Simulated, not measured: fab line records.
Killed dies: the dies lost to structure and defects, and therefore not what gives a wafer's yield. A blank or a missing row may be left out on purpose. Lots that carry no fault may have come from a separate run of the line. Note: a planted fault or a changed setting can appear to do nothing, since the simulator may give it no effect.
Problem report, 8D (eight disciplines) form, completed by code || flow n5-finfet || the parts of the form that need people (team, actions taken, sign-off) are left out

== 1. THE PROBLEM ==
Wafers without a fault read 1500.2 rpm, standard deviation 0.98; spin-speed-rpm at N5_BEOL_M10_COAT_60 reads a mean of 1424.5 rpm on 6 wafers belonging to 2 lots. That is -77 standard deviations from the usual mean.
The step: time 60 s, resist thk 30 nm.
Seen first at day 13 08:02 on litho-track-01, wafer L464.3. Wafers with a number at this step in the record: 36, from 12 lots. Rule for "out" (also "out of limits"): further than 4 standard deviations from the usual mean. All remaining wafers that have a number are taken as sound.

== 2. WHAT IT IS, AND WHAT IT ISN'T ==
{"question": "which readings at this step", "is": "spin-speed-rpm", "is not": "-"}
{"question": "which lots", "is": "L464, L467", "is not": "L452, L453, L454, L455, L457, L458, L459, L460, L473, L475"}
{"question": "which wafers of those lots", "is": "all that have a number", "is not": "-"}
{"question": "read on which tools", "is": "litho-track-01", "is not": "litho-track-02, litho-track-05"}
{"question": "when", "is": "from day 13 08:02", "is not": "up to then (24 sound wafers); but 6 sound wafers of L473, L475 came after"}

== 3. WHAT RULES OUT EACH SUSPECT ==
Counting: any tool at a process step up to the reading is kept as a suspect provided that every lot that is out went through it and no sound lot did after the first of them.
- litho-track-01 at N5_BEOL_M10_COAT_60 (time 60 s, resist thk 30 nm): kept. All lots that are out passed through it, beginning with L464 at day 13 08:02, and no sound lot followed; its final sound lot before that point was L458 at day 12 16:46. Its own readings are out on those wafers: spin-speed-rpm.
Remaining after the count: litho-track-01 at N5_BEOL_M10_COAT_60.

== 4. THE CAUSE (what the simulator had put in) ==
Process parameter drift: litho-track-01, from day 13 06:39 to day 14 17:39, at N5_BEOL_M10_COAT_60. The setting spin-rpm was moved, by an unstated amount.
This tool alone remained once counting was done.

== 5. THE CHAIN OF EFFECTS, in route order ==
One row per reading whose mean, taken over the struck wafers that have a number, lies over 3 standard deviations from the usual. Only readings for which the record gives a usual standard deviation are gone through. hours: the time from each lot's start at the first step in this table that gives one to its start at this step, as a median over the lots. sigmas: the change in usual standard deviations.
{"hours": 0, "step": "N5_BEOL_M10_COAT_60", "reading": "spin-speed-rpm", "usual": "1500.2 rpm", "on struck wafers": 1424.5, "change": -75.7, "sigmas": -77}
Here are the process steps it includes:
- N5_BEOL_M10_COAT_60: time 60 s, resist thk 30 nm.
Later measuring or inspecting steps at which every struck wafer that the step has a row for has a number for every such reading, and none has moved that far: N5_BEOL_M10_CD_MEAS_11.

== 6. HOW IT WOULD HAVE BEEN CAUGHT EARLIER ==
In this record the first reading out of limits was taken at day 13 08:02, 1 hour after the fault began at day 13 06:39.
